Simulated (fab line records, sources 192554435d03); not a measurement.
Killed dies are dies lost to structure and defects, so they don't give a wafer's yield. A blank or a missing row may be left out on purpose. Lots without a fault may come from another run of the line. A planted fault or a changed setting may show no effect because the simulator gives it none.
Which tool did it? | flow n5_finfet | 12 lots, 36 wafers sampled, at 1 step of a route of 1938

WHAT THE GAUGES READ, wafer by wafer
N5_BEOL_M10_CD_MEAS_35: target cd 70 nm.
lot  | measured     | on        | cd_nm (nm)
L074 | day 11 09:59 | cd_sem-03 | 69.3 69.3 69.7
L077 | day 12 01:55 | cd_sem-01 | 71.1 71.3 69.8
L079 | day 12 20:52 | cd_sem-01 | 69.9 70.7 70.2
L081 | day 13 03:44 | cd_sem-03 | 69.2 69.6 69.7
L083 | day 13 14:04 | cd_sem-03 | 70.6 70.4 70.5
L085 | day 13 17:45 | cd_sem-03 | 70.9 69.7 69.7
L088 | day 14 18:50 | cd_sem-02 | 71.3 71.1 70.0
L091 | day 15 03:41 | cd_sem-01 | 70.4 70.6 69.6
L090 | day 16 07:38 | cd_sem-01 | 70.2 70.4 69.6
L092 | day 16 16:36 | cd_sem-03 | 69.9 71.2 71.1
L096 | day 17 15:47 | cd_sem-02 | 69.0 69.7 70.7
L095 | day 17 16:46 | cd_sem-02 | 68.4 70.5 69.3

WHICH TOOL RAN EACH LOT (tool, then ch and the chambers of the sampled wafers, then the start)
The record holds no process step before these readings.

THE ANSWER, worked out from the rows above alone
Rule: what is usual is taken from the lots themselves. Put in order of their means at a reading, lots are off if they are a third of the lots or fewer, leave a main group of 4 or more, and stand apart from it by a gap of 3 or more times the standard deviation of the main group's means; of several such gaps the widest counts. A main group whose means are all the same, to the digits that the tables above print for the reading, isn't used. A lot without any number at a reading at which 4 lots or more have one is off too. The other lots that the step has rows for count as sound.
No lot is off at any reading shown: from this, nothing can be told.

WHAT THE SIMULATOR HAD PUT IN
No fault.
